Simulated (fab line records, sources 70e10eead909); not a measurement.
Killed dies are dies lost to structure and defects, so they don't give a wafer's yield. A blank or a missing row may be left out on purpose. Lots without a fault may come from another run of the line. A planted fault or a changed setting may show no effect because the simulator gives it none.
Which tool did it? | flow nand_harc | 14 lots, 42 wafers sampled, at 5 steps of a route of 1302

WHAT THE GAUGES READ, wafer by wafer
NHARC_A_ONON_D2_THK_MEAS_14: measures by ellipsometry.
lot  | measured     | on            | thk_nm (nm)
L426 | day 12 12:36 | film_metro-01 | 994 994 995
L427 | day 12 12:44 | film_metro-01 | 992 994 992
L428 | day 13 09:35 | film_metro-02 | 1007 1004 1006
L429 | day 14 02:21 | film_metro-02 | 996 995 997
L430 | day 14 02:19 | film_metro-01 | 998 996 998
L431 | day 14 18:38 | film_metro-02 | 988 989 986
L435 | day 15 20:48 | film_metro-01 | 1013 1013 1014
L436 | day 17 03:41 | film_metro-01 | 1009 1006 1007
L438 | day 17 10:19 | film_metro-01 | 985 986 985
L442 | day 19 02:14 | film_metro-01 | 984 988 988
L444 | day 20 03:22 | film_metro-01 | 998 996 998
L445 | day 20 10:53 | film_metro-01 | 993 991 991
L448 | day 21 22:17 | film_metro-01 | 1010 1008 1009
L449 | day 22 01:05 | film_metro-01 | 1005 1006 1007

NHARC_A_ONON_D2_THK_MEAS_24: measures by ellipsometry.
lot  | measured     | on            | thk_nm (nm)
L426 | day 12 21:05 | film_metro-01 | 997 995 994
L427 | day 12 21:05 | film_metro-02 | 993 991 993
L428 | day 13 21:31 | film_metro-02 | 1008 1008 1009
L429 | day 14 11:12 | film_metro-02 | 1008 1010 1010
L430 | day 14 11:13 | film_metro-01 | 997 994 997
L431 | day 15 05:08 | film_metro-02 | 986 985 984
L435 | day 16 02:55 | film_metro-02 | 986 986 987
L436 | day 17 12:30 | film_metro-02 | 616 617 618
L438 | day 17 18:50 | film_metro-02 | 629 630 629
L442 | day 19 11:39 | film_metro-01 | 1010 1009 1008
L444 | day 20 12:14 | film_metro-02 | 999 998 997
L445 | day 20 19:20 | film_metro-01 | 989 989 988
L448 | day 22 06:46 | film_metro-02 | 1006 1008 1008
L449 | day 22 06:47 | film_metro-01 | 995 995 993

NHARC_END_SORT_01.
lot  | measured     | on        | killed_at_array | killed_at_other | killed_at_periphery | killed_dies | killed_open | killed_short
L436 | day 29 09:41 | prober-01 | 669 672 675     | 2 0 1           | 6 5 1               | 677 677 677 | 4 3 3       | 5 4 1
L438 | day 29 19:04 | prober-01 | 674 675 675     | 1 1 0           | 2 1 2               | 677 677 677 | 3 4 0       | 0 2 5
L442 | day 31 16:59 | prober-02 | 60              | 0               | 2                   | 62          | 1           | 3

WHICH TOOL RAN EACH LOT (tool, then ch and the chambers of the sampled wafers, then the start)
lot  | NHARC_A_DECK1_JOINT_DEP_16      | NHARC_A_ONON_D2_DEP_22
L426 | pecvd-02 ch 0,1,2, day 12 09:26 | pecvd_onon-02 ch 0, day 12 20:38
L427 | pecvd-01 ch 0,1, day 12 09:28   | pecvd_onon-01 ch 0, day 12 20:38
L428 | pecvd-01 ch 0,1,2, day 13 06:25 | pecvd_onon-04 ch 0, day 13 20:59
L429 | pecvd-04 ch 0,1,2, day 13 23:11 | pecvd_onon-02 ch 0, day 14 10:42
L430 | pecvd-02 ch 1,2, day 13 23:14   | pecvd_onon-01 ch 0, day 14 10:50
L431 | pecvd-04 ch 0,1,2, day 14 15:28 | pecvd_onon-01 ch 0, day 15 04:37
L435 | pecvd-01 ch 1,2, day 15 17:37   | pecvd_onon-02 ch 0, day 16 02:28
L436 | pecvd-02 ch 0,1,2, day 17 00:32 | pecvd_onon-01 ch 0, day 17 12:00
L438 | pecvd-02 ch 0,2, day 17 07:11   | pecvd_onon-01 ch 0, day 17 18:26
L442 | pecvd-02 ch 0,2, day 18 23:05   | pecvd_onon-02 ch 0, day 19 11:12
L444 | pecvd-02 ch 0,2, day 20 00:12   | pecvd_onon-02 ch 0, day 20 11:47
L445 | pecvd-04 ch 0,1, day 20 07:43   | pecvd_onon-04 ch 0, day 20 18:49
L448 | pecvd-02 ch 1,2, day 21 19:07   | pecvd_onon-04 ch 0, day 22 06:16
L449 | pecvd-02 ch 0,2, day 21 21:56   | pecvd_onon-02 ch 0, day 22 06:16
- NHARC_A_DECK1_JOINT_DEP_16: deposits SiO2, target thk 45 nm.
- NHARC_A_ONON_D2_DEP_22: target thk 1000 nm.

WHAT THE TOOLS THEMSELVES READ (means of the sampled wafers that have a number; where no wafer has one, the mark that the record gives instead)
NHARC_A_DECK1_JOINT_DEP_16.
lot  | tool     | heater_power_w (W) | throttle_valve_pct (%)
L426 | pecvd-02 | 504                | 16.0
L427 | pecvd-01 | 665                | 16.7
L428 | pecvd-01 | 550                | 16.7
L429 | pecvd-04 | 613                | 15.8
L430 | pecvd-02 | 480                | 16.0
L431 | pecvd-04 | 612                | 15.9
L435 | pecvd-01 | 565                | 16.5
L436 | pecvd-02 | 519                | 16.0
L438 | pecvd-02 | 547                | 16.1
L442 | pecvd-02 | 566                | 15.9
L444 | pecvd-02 | 495                | 16.1
L445 | pecvd-04 | 601                | 15.7
L448 | pecvd-02 | 460                | 16.3
L449 | pecvd-02 | 578                | 16.4

NHARC_A_ONON_D2_DEP_22.
lot  | tool          | n2o_flow_sccm (sccm) | sih4_flow_sccm (sccm)
L426 | pecvd_onon-02 | 1998                 | 209.1
L427 | pecvd_onon-01 | 1993                 | 210.0
L428 | pecvd_onon-04 | 2002                 | 209.1
L429 | pecvd_onon-02 | 2001                 | 210.6
L430 | pecvd_onon-01 | 1998                 | 210.9
L431 | pecvd_onon-01 | 1995                 | 208.8
L435 | pecvd_onon-02 | 1997                 | 210.1
L436 | pecvd_onon-01 | 2007                 | 210.1
L438 | pecvd_onon-01 | 2003                 | 210.3
L442 | pecvd_onon-02 | 2007                 | 210.3
L444 | pecvd_onon-02 | 2002                 | 209.6
L445 | pecvd_onon-04 | 2001                 | 209.0
L448 | pecvd_onon-04 | 2001                 | 210.3
L449 | pecvd_onon-02 | 1988                 | 210.0

THE ANSWER, worked out from the rows above alone
Rule: what is usual is taken from the lots themselves. Put in order of their means at a reading, lots are off if they are a third of the lots or fewer, leave a main group of 4 or more, and stand apart from it by a gap of 3 or more times the standard deviation of the main group's means; of several such gaps the widest counts. A main group whose means are all the same, to the digits that the tables above print for the reading, isn't used. A lot without any number at a reading at which 4 lots or more have one is off too. The other lots that the step has rows for count as sound. The gauges are gone through in route order, then the tools' own readings, and for those a lot's mean is taken as printed above. The first step at which some lot is off is used, and at that step the reading that is off furthest; a lot without a number counts as furthest.
Off: L436, L438, at NHARC_A_ONON_D2_THK_MEAS_24 (thk_nm). The main group: mean 998 nm, standard deviation 8.6.
A tool fits if, at a process step before that reading, it ran every lot that is off, and no sound lot after the first of them. The gauges at NHARC_A_ONON_D2_THK_MEAS_24 are tried like those tools. One fits: pecvd_onon-01 at NHARC_A_ONON_D2_DEP_22. Its last sound lot is L431 (day 15 04:37), its first lot that is off L436 (day 17 12:00): a fault that began between those two fits.

WHAT THE SIMULATOR HAD PUT IN
Process parameter drift: pecvd_onon-01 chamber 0, from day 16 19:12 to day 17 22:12, at NHARC_A_ONON_D2_DEP_22. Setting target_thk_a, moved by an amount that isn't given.
Lots struck among those shown: L436, L438. The rule above found the same.
